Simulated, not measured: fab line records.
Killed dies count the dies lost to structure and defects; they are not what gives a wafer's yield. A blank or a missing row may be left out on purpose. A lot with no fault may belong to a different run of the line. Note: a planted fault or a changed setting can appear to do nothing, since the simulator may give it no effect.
Chamber matching -- flow n5-finfet -- 3 sister chambers for N5_BEOL_M9_DEP_56 on pecvd-01
The step deposits SiCN from 3MS/NH3, target thk 15 nm, time 26.5 s. 3 wafers are shown with their chamber, then 10 later ones without.

## WAFERS WITH THEIR CHAMBER
wafer,chamber,showerhead-plenum-p-Torr (Torr)
L089.4,2,3.650
L090.1,0,3.683
L090.4,1,3.647

## WAFERS MISSING THEIR CHAMBER
wafer,showerhead-plenum-p-Torr (Torr)
L090.5,3.670
L093.1,3.654
L093.2,3.653
L093.4,3.661
L094.1,3.648
L094.2,3.652
L094.5,3.684
L095.2,3.660
L095.3,3.654
L095.4,3.649

## WHICH CHAMBER EACH ONE RAN IN
wafer,from the rows above,in truth
L090.5,can't be placed: 0 or 2 or 1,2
L093.1,can't be placed: 2 or 1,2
L093.2,can't be placed: 2 or 1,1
L093.4,can't be placed: 2 or 1 or 0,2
L094.1,can't be placed: 1 or 2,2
L094.2,can't be placed: 2 or 1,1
L094.5,0,0
L095.2,can't be placed: 2 or 1 or 0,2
L095.3,can't be placed: 2 or 1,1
L095.4,can't be placed: 2 or 1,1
Correct placement for 1 of the 10. Not placeable from these rows: 9 (in 9, the candidates include the true chamber). Number placed wrongly: 0.
How it was worked out, from the rows above alone: a wafer's distance from a chamber is the root of the sum, over the readings, of the square of ((its reading less the chamber's mean) divided by the reading's scatter). If the next closest chamber is less than 2 further off than the closest, the wafer can't be placed; otherwise it belongs to the closest. Each chamber's mean is taken over the wafers shown for it. The scatter: with one shown wafer a chamber, the root of the mean of the squares of how far each hidden wafer lies from its nearest shown one.
